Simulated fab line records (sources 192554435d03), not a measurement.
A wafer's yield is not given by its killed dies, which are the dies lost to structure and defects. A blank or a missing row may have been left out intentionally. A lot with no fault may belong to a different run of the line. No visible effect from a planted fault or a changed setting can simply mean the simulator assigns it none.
fab line records -- flow n5Finfet
record: lots: 7, wafers: 39
route steps=1938 shown ZERO_LAYER@14 FIN_SAQP@130 SD_EPI_N@269 HKMG_FIN@442 MOL_CONTACT_COAG@559 BEOL_M1@814 BEOL_M2@906 BEOL_M6@1212 BEOL_M8@1386 BEOL_M9@1443 BEOL_M12@1616 BEOL_M14@1749 PAD_METAL@1896 PASSIVATION@1936
startH: start of the lot's first displayed wafer, in hours after the record's first day -- waitH: how many hours have passed since the lot's step before this one -- " same as the row above -- L1.1+2: several wafers, shown together as one row -- - either no value or no given start -- * or withheld: withheld -- < > ~ a bound
route shown NAME@n: names a module that has steps shown in the file, with the first one's number in the route -- usual: mean/standard deviation taken from wafers without a fault -- same: alike in all rows -- chamber/n: place in a boat -- sites: per-site readings -- _std_site: the standard deviation of these -- _edge_site: outer sites' mean less inner sites' -- radiusMm: how far each site lies from the wafer's centre -- mask NAME#n: copy n -- behind: the tool/chamber that last shaped the wafer -- hold: cause of the lot's hold/its duration in hours/its outcome -- device: whichever transistor did not switch (one of n, p or np) -- end of line: tests run on the same wafers once the route is complete -- a step given without rows: its recipe and nothing more -- killed: dies that structure and defects cost at the first sort, which is not the same as the wafer's yield -- map: a wafer's dies, x killed, . not, _ none there
set.NAME: the setting the step ran with; set.NAME@STEP: the setting that earlier step ran with -- model.NAME: the simulator's own value behind a step, which no gauge read
lots run with intentionally changed settings; tables by step, rows by wafer
== steps ==
step: N5_ZERO_LAYER_DESCUM_16
recipe: chemistry: O2, timeS: 7.9, sourcePowerW: 50, biasPowerW: 20, pressureMtorr: 20, rfFrequencyHz: 2.712e+07, tempC: 40, o2FlowSccm: 225
step: N5_FIN_SAQP_ETCH_65
recipe: chemistry: CF4, target: SiO2, targetDepthA: 40, ionEnergyEv: 350, timeS: 4.4, pressureMtorr: 10, icpW: 800, biasW: 400, cf4FlowSccm: 80
step: N5_SD_EPI_N_DEVELOP_08
recipe: developTimeS: 30, developer: TMAH, resist: CAR-ArF-block, devTempC: 23, rinseLiquid: diw, dry: airSpin
step: N5_HKMG_FIN_ALD_91
recipe: material: TiN, targetThkA: 10, tempC: 400, aldPrecursorFamily: TiCl4, aldCoReactant: NH3, pulseTimeS: 1, purgeTimeS: 3, coReactantPurgeTimeS: 2, coReactantPulseTimeS: 2, aldCycles: 47, pressureTorr: 3
step: N5_MOL_CONTACT_COAG_ALD_27
recipe: material: SiOC, targetThkA: 170, tempC: 400, aldPrecursorFamily: carbosiloxane, aldCoReactant: H2-plasma, pulseTimeS: 1.5, timeS: 2720, purgeTimeS: 2, coReactantPurgeTimeS: 2, aldCycles: 340, pressureTorr: 2
step: N5_BEOL_M1_SPUTTER_48
recipe: material: Cu, targetThkA: 45, tempC: -20, chamberPressurePa: 0.07, powerW: withheld, timeS: 8.29
step: N5_BEOL_M2_SPUTTER_79
step: N5_BEOL_M6_ETCH_62
recipe: chemistry: N2/H2, target: SOC, targetDepthA: 1100, overetchA: 220, maskMaterial: SiARC, tempC: 40, timeS: 165, ionEnergyEv: 200, pressureMtorr: 30, sourceW: 840, biasW: 150, n2FlowSccm: 200, h2FlowSccm: 200
step: N5_BEOL_M8_CURE_75
recipe: tempC: 370, timeS: 120, ambient: DMADMS/He, material: SiCOH_lowk
step: N5_BEOL_M9_VIA_ETCH_34
recipe: chemistry: C4F6/O2, target: SiCOH_lowk, targetDepthA: 1824, maskMaterial: SOC, taperDeg: 4, timeS: 68.4, ionEnergyEv: 250, pressureMtorr: 30, sourceW: 345, biasW: 185, Ar_flow_sccm: 300, C4F6_flow_sccm: 10, O2_flow_sccm: 10
step: N5_BEOL_M12_ETCH_59
recipe: chemistry: N2/H2, target: BARC, targetDepthA: 890, overetchA: 267, timeS: 67.9, ionEnergyEv: 200, pressureMtorr: 30, sourceW: 840, biasW: 150, n2FlowSccm: 200, h2FlowSccm: 200
step: N5_BEOL_M14_DESCUM_33
step: N5_PASSIVATION_AL_DEP_21
recipe: material: Al, targetThkA: 28000, tempC: 400, timeS: 170, powerW: 30000, chamberPressurePa: 0.4, gas: Ar
step: N5_PASSIVATION_PROBE_49
usual: killedDies: 103/17, killedOnRim: 14/4.4, sort_bin_5_function: 5.2/0.94, sortNPass: 1077/17
lot.wafer,tool,chamber,startH,waitH,set.timeS@ZERO_LAYER_DESCUM_16,set.timeS@FIN_SAQP_ETCH_65,set.developTimeS@SD_EPI_N_DEVELOP_08,set.coReactantPulseTimeS@HKMG_FIN_ALD_91,set.timeS@MOL_CONTACT_COAG_ALD_27,set.timeS@BEOL_M1_SPUTTER_48,set.targetThkA@BEOL_M2_SPUTTER_79,set.timeS@BEOL_M6_ETCH_62,set.timeS@BEOL_M8_CURE_75,set.targetDepthA@BEOL_M9_VIA_ETCH_34,set.targetDepthA@BEOL_M12_ETCH_59,set.timeS@BEOL_M14_DESCUM_33,set.timeS@PASSIVATION_AL_DEP_21,killedDies,killedOnRim,sort_bin_5_function[%],sortNPass
L074.1,prober-01,-,291.83,0.0,7.9,5.095,30,2,2720,10.25,19.47,84.53,142.6,874,890,7.9,170,1180,152,96.7,0
L074.2,prober-01,-,291.88,0.1,5.073,4.4,30,2,2720,8.29,19.47,165,120,874,1134,9.239,198.1,1180,152,96.4,0
L074.3,prober-01,-,291.93,0.1,5.073,5.095,19.46,2,1445,10.25,45,165,120,874,1134,7.9,198.1,1180,152,97.2,0
L074.4,prober-01,-,291.98,0.2,7.9,4.4,30,2,1445,8.29,45,165,142.6,1824,890,7.9,198.1,892,116,71.3,288
L074.5,prober-01,-,292.03,0.2,5.073,4.4,19.46,2,2720,10.25,45,84.53,142.6,1824,1134,9.239,170,1180,152,96.1,0
L074.6,prober-01,-,292.08,0.3,7.9,5.095,19.46,2,1445,8.29,19.47,84.53,120,1824,890,9.239,170,1180,152,96.9,0
L079.1,prober-02,-,318.14,0.0,7.9,4.4,40.45,2,2720,8.29,45,245,120,1824,890,12.34,271.1,1180,152,96.4,0
L079.2,prober-02,-,318.19,0.1,12.43,4.4,40.45,2,2720,6.54,33.11,165,120,1247,890,12.34,271.1,1180,152,97.1,0
L079.3,prober-02,-,318.24,0.1,7.9,4.4,30,2,2720,6.54,45,245,120,1824,890,7.9,271.1,1180,152,95.3,0
L079.4,prober-02,-,318.29,0.2,7.9,4.4,30,2,2720,8.29,33.11,165,120,1824,890,12.34,170,128,27,5.8,1052
L079.5,prober-02,-,318.34,0.2,12.43,4.4,40.45,2,2720,6.54,45,165,120,1247,890,7.9,170,1180,152,95.5,0
L079.6,prober-02,-,318.39,0.3,12.43,4.4,30,2,2720,8.29,33.11,245,120,1247,890,7.9,170,1180,152,94.8,0
L078.1,prober-01,-,318.37,0.0,7.9,4.4,30,2,2720,8.29,45,165,120,1824,890,7.9,170,85,10,4.3,1095
L078.2,prober-01,-,318.42,0.1,7.9,4.4,30,2,2720,8.29,45,165,120,1824,890,7.9,170,95,10,4.9,1085
L078.3,prober-01,-,318.47,0.1,7.9,4.4,30,2,2720,8.29,45,165,120,1824,890,7.9,170,93,11,4.3,1087
L080.1,prober-02,-,320.12,0.0,10.82,4.4,30,2,2720,8.29,45,191.4,120,1824,890,11.62,170,113,14,5.8,1067
L080.2,prober-02,-,320.17,0.1,10.82,4.4,30,2,1291,5.235,45,165,120,1824,890,7.9,84.16,126,14,6.5,1054
L080.3,prober-02,-,320.22,0.1,7.9,4.4,30,2,1291,5.235,45,191.4,120,1824,890,7.9,170,99,15,5.2,1081
L080.4,prober-02,-,320.27,0.2,7.9,4.4,30,2,2720,8.29,45,191.4,56.4,1824,890,11.62,84.16,130,13,7.3,1050
L080.5,prober-02,-,320.32,0.2,7.9,4.4,30,2,2720,5.235,45,165,56.4,1824,890,11.62,170,129,18,7.0,1051
L080.6,prober-02,-,320.37,0.3,10.82,4.4,30,2,1291,8.29,45,165,56.4,1824,890,7.9,84.16,127,14,5.7,1053
L088.1,prober-01,-,378.37,0.0,11.29,4.4,30,2,2720,5.842,34.53,165,120,1824,890,7.9,170,134,21,5.7,1046
L088.2,prober-01,-,378.42,0.1,11.29,5.746,30,2,2720,8.29,34.53,165,101.9,2288,399.3,7.9,244.5,1180,152,95.0,0
L088.3,prober-01,-,378.47,0.1,11.29,5.746,30,2,1675,5.842,45,165,101.9,1824,399.3,6.511,244.5,1180,152,96.9,0
L088.4,prober-01,-,378.52,0.2,7.9,4.4,30,2,1675,8.29,45,165,120,2288,890,7.9,244.5,1180,152,97.0,0
L088.5,prober-01,-,378.57,0.2,7.9,4.4,30,2,2720,5.842,45,165,101.9,2288,890,6.511,170,118,9,5.8,1062
L088.6,prober-01,-,378.62,0.3,7.9,5.746,30,2,1675,8.29,34.53,165,120,1824,399.3,6.511,170,133,15,7.2,1047
L090.1,prober-01,-,402.21,0.0,7.9,2.42,36.36,2,3141,6.256,29.46,110.8,120,2585,1063,7.9,170,1180,152,95.3,0
L090.2,prober-01,-,402.26,0.1,7.9,4.4,30,3.106,2720,6.256,29.46,110.8,120,1824,890,3.545,141.7,1180,152,98.6,0
L090.3,prober-01,-,402.31,0.1,7.9,4.4,36.36,3.106,3141,8.29,45,110.8,120,2585,890,3.545,170,1180,152,96.6,0
L090.4,prober-01,-,402.36,0.2,4.01,4.4,30,2,2720,8.29,45,165,120,1824,1063,3.545,141.7,84,11,4.4,1096
L090.5,prober-01,-,402.41,0.2,4.01,2.42,36.36,2,2720,6.256,45,165,120,1824,890,7.9,170,88,8,3.9,1092
L090.6,prober-01,-,402.46,0.3,4.01,2.42,30,3.106,3141,8.29,29.46,165,120,2585,1063,7.9,141.7,94,16,4.8,1086
L096.1,prober-02,-,432.61,0.0,6.233,4.4,30,2,2720,8.29,45,71.74,187.4,1824,890,9.098,243.5,1180,152,97.7,0
L096.2,prober-02,-,432.66,0.1,6.233,4.4,30,2.898,2720,8.29,45,71.74,187.4,2858,890,9.098,243.5,1180,152,96.8,0
L096.3,prober-02,-,432.71,0.1,6.233,6.786,30,2.898,4322,8.29,45,165,120,1824,890,7.9,243.5,1180,152,96.3,0
L096.4,prober-02,-,432.76,0.2,7.9,6.786,30,2,4322,8.29,45,71.74,120,2858,890,7.9,170,1180,152,96.2,0
L096.5,prober-02,-,432.81,0.2,7.9,4.4,30,2,4322,8.29,45,165,187.4,2858,890,7.9,170,95,12,4.2,1085
L096.6,prober-02,-,432.86,0.3,7.9,6.786,30,2.898,2720,8.29,45,165,120,1824,890,9.098,170,82,12,4.1,1098
killed by level:class
L074.1 BEOL_M6:areaEtch=1075 FIN_SAQP:geometricParticle:short=17 FIN_SAQP:geometricParticle:open=15 BEOL_M2:geometricParticle:open=11 DUMMY_GATE:geometricParticle:open=6 MOL_CONTACT_COAG:geometricParticle:open=6 GATE_CUT:geometricParticle:short=5 BEOL_M0_SAQP:geometricParticle:short=5
L074.2 BEOL_M9:areaEtch=1073 BEOL_M0_SAQP:geometricParticle:open=10 BEOL_M3:geometricParticle:open=10 FIN_SAQP:geometricParticle:open=9 MOL_CONTACT_COAG:geometricParticle:open=9 DUMMY_GATE:geometricParticle:open=6 BEOL_M0_SAQP:geometricParticle:short=6 BEOL_M2:geometricParticle:open=6
L074.3 BEOL_M9:areaEtch=1092 FIN_SAQP:geometricParticle:open=12 BEOL_M0_SAQP:geometricParticle:open=10 FIN_SAQP:geometricParticle:short=8 DUMMY_GATE:geometricParticle:open=7 MOL_CONTACT_COAG:geometricParticle:open=6 BEOL_M3:geometricParticle:open=6 BEOL_M0_SAQP:geometricParticle:short=5
L074.4 PASSIVATION:areaEtch=783 FIN_SAQP:geometricParticle:open=13 FIN_SAQP:geometricParticle:short=13 BEOL_M3:geometricParticle:open=9 STI_FIN_REVEAL:geometricParticle:open=8 BEOL_M0_SAQP:geometricParticle:open=7 DUMMY_GATE:geometricParticle:open=6 MOL_CONTACT_COAG:geometricParticle:open=5
L074.5 BEOL_M6:areaEtch=1070 FIN_SAQP:geometricParticle:open=16 FIN_SAQP:geometricParticle:short=13 BEOL_M0_SAQP:geometricParticle:open=11 DUMMY_GATE:geometricParticle:open=7 MOL_CONTACT_COAG:geometricParticle:open=7 BEOL_M3:geometricParticle:open=7 BEOL_M4:geometricParticle:open=5
L074.6 BEOL_M6:areaEtch=1088 BEOL_M3:geometricParticle:open=12 BEOL_M2:geometricParticle:open=10 FIN_SAQP:geometricParticle:short=7 FIN_SAQP:geometricParticle:open=6 STI_FIN_REVEAL:geometricParticle:open=5 DUMMY_GATE:geometricParticle:open=5 BEOL_M0_SAQP:geometricParticle:open=5
L079.1 PASSIVATION:areaEtch=1064 DUMMY_GATE:geometricParticle:open=12 BEOL_M2:geometricParticle:open=10 FIN_SAQP:geometricParticle:open=9 FIN_SAQP:geometricParticle:short=9 BEOL_M0_SAQP:geometricParticle:short=9 BEOL_M4:geometricParticle:open=9 STI_FIN_REVEAL:geometricParticle:open=7
L079.2 BEOL_M9:areaEtch=1071 FIN_SAQP:geometricParticle:open=11 STI_FIN_REVEAL:geometricParticle:open=11 FIN_SAQP:geometricParticle:short=10 MOL_CONTACT_COAG:geometricParticle:open=10 BEOL_M2:geometricParticle:open=8 BEOL_M0_SAQP:geometricParticle:short=7 BEOL_M3:geometricParticle:open=7
L079.3 PASSIVATION:areaEtch=1050 MOL_CONTACT_COAG:geometricParticle:open=19 BEOL_M4:geometricParticle:open=14 BEOL_M0_SAQP:geometricParticle:open=10 FIN_SAQP:geometricParticle:short=8 BEOL_M0_SAQP:geometricParticle:short=8 BEOL_M3:geometricParticle:open=8 BEOL_M2:geometricParticle:open=7
L079.4 FIN_SAQP:geometricParticle:open=20 DUMMY_GATE:geometricParticle:open=14 FIN_SAQP:geometricParticle:short=12 BEOL_M4:geometricParticle:open=10 BEOL_M3:geometricParticle:open=9 BEOL_M2:geometricParticle:open=8 BEOL_M0_SAQP:geometricParticle:open=7 MOL_CONTACT_COAG:geometricParticle:open=6
L079.5 BEOL_M9:areaEtch=1054 FIN_SAQP:geometricParticle:short=17 FIN_SAQP:geometricParticle:open=15 MOL_CONTACT_COAG:geometricParticle:open=15 BEOL_M0_SAQP:geometricParticle:short=9 BEOL_M2:geometricParticle:open=9 BEOL_M0_SAQP:geometricParticle:open=8 STI_FIN_REVEAL:geometricParticle:open=7
L078.1 MOL_CONTACT_COAG:geometricParticle:open=11 FIN_SAQP:geometricParticle:open=7 GATE_CUT:geometricParticle:short=6 BEOL_M3:geometricParticle:open=6 BEOL_M2:geometricParticle:open=5 BEOL_M0_SAQP:geometricParticle:open=4 DUMMY_GATE:geometricParticle:open=3 BEOL_M0_SAQP:geometricParticle:short=3
L079.6 BEOL_M9:areaEtch=1049 FIN_SAQP:geometricParticle:open=21 FIN_SAQP:geometricParticle:short=11 BEOL_M3:geometricParticle:open=10 STI_FIN_REVEAL:geometricParticle:open=9 MOL_CONTACT_COAG:geometricParticle:open=9 BEOL_M0_SAQP:geometricParticle:short=7 BEOL_M0_SAQP:geometricParticle:open=7
L078.2 FIN_SAQP:geometricParticle:open=11 MOL_CONTACT_COAG:geometricParticle:open=11 FIN_SAQP:geometricParticle:short=8 BEOL_M0:geometricParticle:open=5 BEOL_M3:geometricParticle:open=5 STARTING-WAFER:geometricParticle:open=5 BEOL_M1:geometricParticle:short=4 GATE_CUT:geometricParticle:open=3
L078.3 MOL_CONTACT_COAG:geometricParticle:open=14 FIN_SAQP:geometricParticle:open=7 FIN_SAQP:geometricParticle:short=5 GATE_CUT:geometricParticle:open=5 MOL_CONTACT_COAG:geometricParticle:short=5 BEOL_M1:geometricParticle:open=5 BEOL_M2:geometricParticle:open=5 BEOL_M3:geometricParticle:open=5
L080.1 MOL_CONTACT_COAG:geometricParticle:open=14 FIN_SAQP:geometricParticle:short=12 BEOL_M0_SAQP:geometricParticle:short=10 BEOL_M3:geometricParticle:open=8 STI_FIN_REVEAL:geometricParticle:open=7 FIN_SAQP:geometricParticle:open=6 MOL_CONTACT_COAG:geometricParticle:short=6 BEOL_M0_SAQP:geometricParticle:open=6
L080.2 MOL_CONTACT_COAG:geometricParticle:open=15 FIN_SAQP:geometricParticle:short=12 STI_FIN_REVEAL:geometricParticle:open=10 BEOL_M3:geometricParticle:open=10 BEOL_M0_SAQP:geometricParticle:short=8 BEOL_M2:geometricParticle:open=8 BEOL_M4:geometricParticle:open=8 FIN_SAQP:geometricParticle:open=6
L080.3 BEOL_M0_SAQP:geometricParticle:short=10 MOL_CONTACT_COAG:geometricParticle:open=9 BEOL_M3:geometricParticle:open=8 BEOL_M0_SAQP:geometricParticle:open=7 FIN_SAQP:geometricParticle:open=4 STI_FIN_REVEAL:geometricParticle:open=4 GATE_CUT:geometricParticle:short=4 BEOL_M1:geometricParticle:short=4
L080.4 BEOL_M4:geometricParticle:open=18 BEOL_M0_SAQP:geometricParticle:open=14 FIN_SAQP:geometricParticle:short=13 BEOL_M0_SAQP:geometricParticle:short=11 BEOL_M3:geometricParticle:open=9 FIN_SAQP:geometricParticle:open=8 GATE_CUT:geometricParticle:open=7 MOL_CONTACT_COAG:geometricParticle:open=7
L080.5 MOL_CONTACT_COAG:geometricParticle:open=20 BEOL_M4:geometricParticle:open=11 BEOL_M1:geometricParticle:open=9 STI_FIN_REVEAL:geometricParticle:open=8 BEOL_M0_SAQP:geometricParticle:short=8 FIN_SAQP:geometricParticle:short=7 BEOL_M0_SAQP:geometricParticle:open=6 BEOL_M3:geometricParticle:open=5
L080.6 STI_FIN_REVEAL:geometricParticle:open=17 FIN_SAQP:geometricParticle:short=13 BEOL_M3:geometricParticle:open=12 BEOL_M0_SAQP:geometricParticle:open=10 BEOL_M0_SAQP:geometricParticle:short=10 FIN_SAQP:geometricParticle:open=7 BEOL_M1:geometricParticle:open=7 GATE_CUT:geometricParticle:short=5
L088.1 FIN_SAQP:geometricParticle:open=24 BEOL_M3:geometricParticle:open=13 FIN_SAQP:geometricParticle:short=10 BEOL_M1:geometricParticle:open=10 STI_FIN_REVEAL:geometricParticle:open=8 BEOL_M3:geometricParticle:short=7 MOL_CONTACT_COAG:geometricParticle:open=5 PAD_METAL:geometricParticle:short=5
L088.2 PASSIVATION:areaEtch=1043 STI_FIN_REVEAL:geometricParticle:open=22 BEOL_M1:geometricParticle:open=21 BEOL_M0:geometricParticle:short=11 FIN_SAQP:geometricParticle:open=10 BEOL_M0_SAQP:geometricParticle:short=8 MOL_CONTACT_COAG:geometricParticle:open=7 BEOL_M5:geometricParticle:open=6
L088.3 PASSIVATION:areaEtch=1034 BEOL_M12:areaEtch=45 FIN_SAQP:geometricParticle:open=13 STI_FIN_REVEAL:geometricParticle:open=13 GATE_CUT:geometricParticle:open=10 FIN_SAQP:geometricParticle:short=9 BEOL_M1:geometricParticle:open=7 GATE_CUT:geometricParticle:short=4
L088.4 PASSIVATION:areaEtch=1077 FIN_SAQP:geometricParticle:open=27 BEOL_M1:geometricParticle:open=14 STI_FIN_REVEAL:geometricParticle:open=7 FIN_SAQP:geometricParticle:short=4 STARTING-WAFER:geometricParticle:short=4 BEOL_M0_SAQP:geometricParticle:open=4 MOL_CONTACT_COAG:geometricParticle:short=3
L088.5 STI_FIN_REVEAL:geometricParticle:open=12 FIN_SAQP:geometricParticle:open=10 BEOL_M2:geometricParticle:open=10 BEOL_M1:geometricParticle:open=9 MOL_CONTACT_COAG:geometricParticle:open=6 BEOL_M3:geometricParticle:open=6 PAD_METAL:geometricParticle:open=5 DUMMY_GATE:geometricParticle:open=5
L088.6 FIN_SAQP:geometricParticle:open=16 BEOL_M1:geometricParticle:open=13 MOL_CONTACT_COAG:geometricParticle:open=11 FIN_SAQP:geometricParticle:short=10 BEOL_M2:geometricParticle:open=8 BEOL_M4:geometricParticle:open=8 BEOL_M12:areaEtch=6 GATE_CUT:geometricParticle:short=5
L090.1 BEOL_M6:areaEtch=1048 MOL_CONTACT_COAG:geometricParticle:open=13 BEOL_M0_SAQP:geometricParticle:open=13 BEOL_M1:geometricParticle:open=11 FIN_SAQP:geometricParticle:short=10 GATE_CUT:geometricParticle:short=10 BEOL_M0_SAQP:geometricParticle:short=7 STI_FIN_REVEAL:geometricParticle:short=6
L090.2 BEOL_M6:areaEtch=1125 MOL_CONTACT_COAG:geometricParticle:open=6 STI_FIN_REVEAL:geometricParticle:open=4 BEOL_M2:geometricParticle:open=4 STARTING-WAFER:geometricParticle:short=4 BEOL_M4:geometricParticle:open=3 BEOL_M8:geometricParticle:open=3 FIN_SAQP:geometricParticle:open=2
L090.3 BEOL_M6:areaEtch=1087 MOL_CONTACT_COAG:geometricParticle:open=14 FIN_SAQP:geometricParticle:open=8 FIN_SAQP:geometricParticle:short=8 STI_FIN_REVEAL:geometricParticle:open=6 BEOL_M4:geometricParticle:open=6 BEOL_M2:geometricParticle:open=6 BEOL_M0_SAQP:geometricParticle:open=5
L090.4 MOL_CONTACT_COAG:geometricParticle:open=9 BEOL_M1:geometricParticle:open=9 STI_FIN_REVEAL:geometricParticle:open=8 BEOL_M0_SAQP:geometricParticle:open=6 FIN_SAQP:geometricParticle:open=5 BEOL_M0_SAQP:geometricParticle:short=5 BEOL_M6:geometricParticle:open=5 DUMMY_GATE:geometricParticle:open=4
L090.5 MOL_CONTACT_COAG:geometricParticle:open=12 STI_FIN_REVEAL:geometricParticle:open=8 BEOL_M0_SAQP:geometricParticle:open=7 STI_FIN_REVEAL:geometricParticle:short=6 BEOL_M0_SAQP:geometricParticle:short=6 BEOL_M3:geometricParticle:open=6 MOL_CONTACT_COAG:geometricParticle:short=5 BEOL_M1:geometricParticle:open=5
L090.6 MOL_CONTACT_COAG:geometricParticle:open=16 STI_FIN_REVEAL:geometricParticle:open=11 BEOL_M2:geometricParticle:short=7 FIN_SAQP:geometricParticle:short=5 GATE_CUT:geometricParticle:short=5 STI_FIN_REVEAL:geometricParticle:short=4 MOL_CONTACT_COAG:geometricParticle:short=4 BEOL_M0_SAQP:geometricParticle:open=4
L096.1 BEOL_M6:areaEtch=1098 BEOL_M3:geometricParticle:open=13 BEOL_M2:geometricParticle:open=10 MOL_CONTACT_COAG:geometricParticle:open=8 STI_FIN_REVEAL:geometricParticle:open=7 BEOL_M0_SAQP:geometricParticle:short=6 DUMMY_GATE:geometricParticle:open=3 STARTING-WAFER:geometricParticle:short=3
L096.2 BEOL_M6:areaEtch=1078 BEOL_M2:geometricParticle:open=13 STI_FIN_REVEAL:geometricParticle:open=12 MOL_CONTACT_COAG:geometricParticle:open=9 BEOL_M1:geometricParticle:short=8 BEOL_M0_SAQP:geometricParticle:open=7 BEOL_M0_SAQP:geometricParticle:short=6 BEOL_M1:geometricParticle:open=5
L096.3 PASSIVATION:areaEtch=1090 STI_FIN_REVEAL:geometricParticle:open=13 GATE_CUT:geometricParticle:open=6 MOL_CONTACT_COAG:geometricParticle:open=6 MOL_CONTACT_COAG:geometricParticle:short=6 BEOL_M4:geometricParticle:open=6 BEOL_M0_SAQP:geometricParticle:short=6 FIN_SAQP:geometricParticle:open=5
L096.4 BEOL_M6:areaEtch=1070 MOL_CONTACT_COAG:geometricParticle:open=10 BEOL_M3:geometricParticle:open=10 BEOL_M2:geometricParticle:open=9 BEOL_M1:geometricParticle:open=9 BEOL_M0_SAQP:geometricParticle:short=8 BEOL_M1:geometricParticle:short=8 FIN_SAQP:geometricParticle:open=7
L096.5 BEOL_M0_SAQP:geometricParticle:short=14 BEOL_M2:geometricParticle:open=13 STI_FIN_REVEAL:geometricParticle:open=10 BEOL_M0_SAQP:geometricParticle:open=7 GATE_CUT:geometricParticle:short=6 MOL_CONTACT_COAG:geometricParticle:open=6 FIN_SAQP:geometricParticle:open=4 GATE_CUT:geometricParticle:open=4
L096.6 MOL_CONTACT_COAG:geometricParticle:open=9 BEOL_M2:geometricParticle:open=9 BEOL_M0_SAQP:geometricParticle:short=7 BEOL_M0_SAQP:geometricParticle:open=6 FIN_SAQP:geometricParticle:short=5 GATE_CUT:geometricParticle:short=5 FIN_SAQP:geometricParticle:open=4 STI_FIN_REVEAL:geometricParticle:open=4
== key ==
split: step: N5_ZERO_LAYER_DESCUM_16, setting: timeS, statedAs: 7.9
response none clear
split: step: N5_FIN_SAQP_ETCH_65, setting: timeS, statedAs: 4.4
response none clear
split: step: N5_SD_EPI_N_DEVELOP_08, setting: developTimeS, statedAs: 30
response none clear
split: step: N5_HKMG_FIN_ALD_91, setting: coReactantPulseTimeS, statedAs: 2
response none clear
split: step: N5_MOL_CONTACT_COAG_ALD_27, setting: timeS, statedAs: 2720
response none clear
split: step: N5_BEOL_M1_SPUTTER_48, setting: timeS, statedAs: 8.29
response none clear
split: step: N5_BEOL_M2_SPUTTER_79, setting: targetThkA, statedAs: 45
response none clear
split: step: N5_BEOL_M6_ETCH_62, setting: timeS, statedAs: 165
response none clear
split: step: N5_BEOL_M8_CURE_75, setting: timeS, statedAs: 120
response none clear
split: step: N5_BEOL_M9_VIA_ETCH_34, setting: targetDepthA, statedAs: 1824
response none clear
split: step: N5_BEOL_M12_ETCH_59, setting: targetDepthA, statedAs: 890
response none clear
split: step: N5_BEOL_M14_DESCUM_33, setting: timeS, statedAs: 7.9
response none clear
split: step: N5_PASSIVATION_AL_DEP_21, setting: timeS, statedAs: 170
response: step: N5_PASSIVATION_PROBE_49, reading: killedOnRim, slope: +2.11, per: 1%, togetherWith: all, explained: 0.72
response: step: N5_PASSIVATION_PROBE_49, reading: sort_bin_5_function, slope: +1.4, per: 1%, togetherWith: all, explained: 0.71
response: step: N5_PASSIVATION_PROBE_49, reading: killedDies, slope: +16.4, per: 1%, togetherWith: all, explained: 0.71
response: step: N5_PASSIVATION_PROBE_49, reading: sortNPass, slope: -16.4, per: 1%, togetherWith: all, explained: 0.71
